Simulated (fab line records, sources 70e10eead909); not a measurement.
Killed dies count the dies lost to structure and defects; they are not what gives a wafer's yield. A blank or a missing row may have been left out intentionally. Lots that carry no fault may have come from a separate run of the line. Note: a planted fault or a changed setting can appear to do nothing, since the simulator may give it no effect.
8D (eight disciplines) problem report, filled in by code || flow nand_harc || the parts of the form that need people (team, actions taken, sign-off) are left out

## 1. WHAT IS WRONG
Wafers without a fault read 65.3 s with a standard deviation of 0.46, while run_length_s at NHARC_P_M2_ETCH_35 averages 55.9 s across 2 wafers of 1 lot. That is -20 standard deviations from the usual mean.
The step: etches the open film in N2/H2, target depth 40 nm, overetch 12 nm, time 43.94 s.
Earliest sighting: wafer L210.1 on rie_diel-07 at day 9 13:23. Wafers with a number at this step in the record: 36, from 12 lots. Rule for "out" (also "out of limits"): further than 4 standard deviations from the usual mean. All remaining wafers that have a number are taken as sound.

## 2. WHAT IT IS, WHAT IT ISN'T
{"question": "which readings at this step", "is": "run_length_s", "is not": "drypump_motor_current_A, oes_product_au, rf_vpp_V, showerhead_plenum_p_Torr, throttle_valve_pct"}
{"question": "which lots", "is": "L210", "is not": "L199, L200, L201, L202, L203, L205, L206, L207, L208, L209, L222"}
{"question": "which wafers of those lots", "is": "L210.1, L210.6", "is not": "L210.3"}
{"question": "read on which tools", "is": "rie_diel-07", "is not": "rie_diel-02"}
{"question": "when", "is": "from day 9 13:23", "is not": "up to then (31 sound wafers); but 3 sound wafers of L222 came after"}

## 3. WHAT RULES OUT EACH SUSPECT
Counting: any tool at a process step up to the reading remains a suspect provided it ran every lot that is out. Sound lots after the first of them don't rule it out here, since some wafers of a struck lot are sound.
- pecvd-03 at NHARC_P_M1_PRE_CLEAN_32 (time 12 s): kept. It processed L210, the lot that is out, at day 9 11:37, and its most recent sound lot before then was L208 at day 8 17:27.
- pecvd-03 at NHARC_P_M1_DEP_33 (deposits SiCN, target thk 30 nm): kept. It processed L210, the lot that is out, at day 9 11:44, and its most recent sound lot before then was L208 at day 8 17:35.
- rie_diel-07 at NHARC_P_M2_ETCH_35 (etches the open film in N2/H2, target depth 40 nm, overetch 12 nm, time 43.94 s): kept. It processed L210, the lot that is out, at day 9 13:23, and its most recent sound lot before then was L209 at day 8 19:46. Out on those wafers are its own readings of run_length_s.
- Within rie_diel-07 at NHARC_P_M2_ETCH_35: the wafers that are out ran in chamber 2; their sound lot-mates ran in chamber 1.
After the count, these remain: pecvd-03 at NHARC_P_M1_PRE_CLEAN_32, pecvd-03 at NHARC_P_M1_DEP_33 and rie_diel-07 at NHARC_P_M2_ETCH_35.

## 4. THE CAUSE (what the simulator had put in)
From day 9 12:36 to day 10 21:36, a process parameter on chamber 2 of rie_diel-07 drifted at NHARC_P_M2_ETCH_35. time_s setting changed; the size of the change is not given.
Counting left 3 suspects, and this tool is among them.

## 5. THE CHAIN OF EFFECTS, in route order
Each row: a reading where the mean over the struck wafers with a number is more than 3 standard deviations away from the usual. Only readings for which the record gives a usual standard deviation are gone through. hours: the time from each lot's start at the first step in this table that gives one to its start at this step, as a median over the lots. sigmas: the change in usual standard deviations.
{"hours": 0, "step": "NHARC_P_M2_ETCH_35", "reading": "run_length_s", "usual": "65.3 s", "on struck wafers": 55.9, "change": -9.4, "sigmas": -20}
It contains these process steps:
- NHARC_P_M2_ETCH_35: etches the open film in N2/H2, target depth 40 nm, overetch 12 nm, time 43.94 s.
Later measuring or inspecting steps at which every struck wafer that the step has a row for has a number for every such reading, and none has moved that far: NHARC_END_SORT_01.

## 6. WHAT WOULD HAVE CAUGHT IT SOONER
In this record the first reading out of limits was taken at day 9 13:23, 1 hour after the fault began at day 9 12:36.
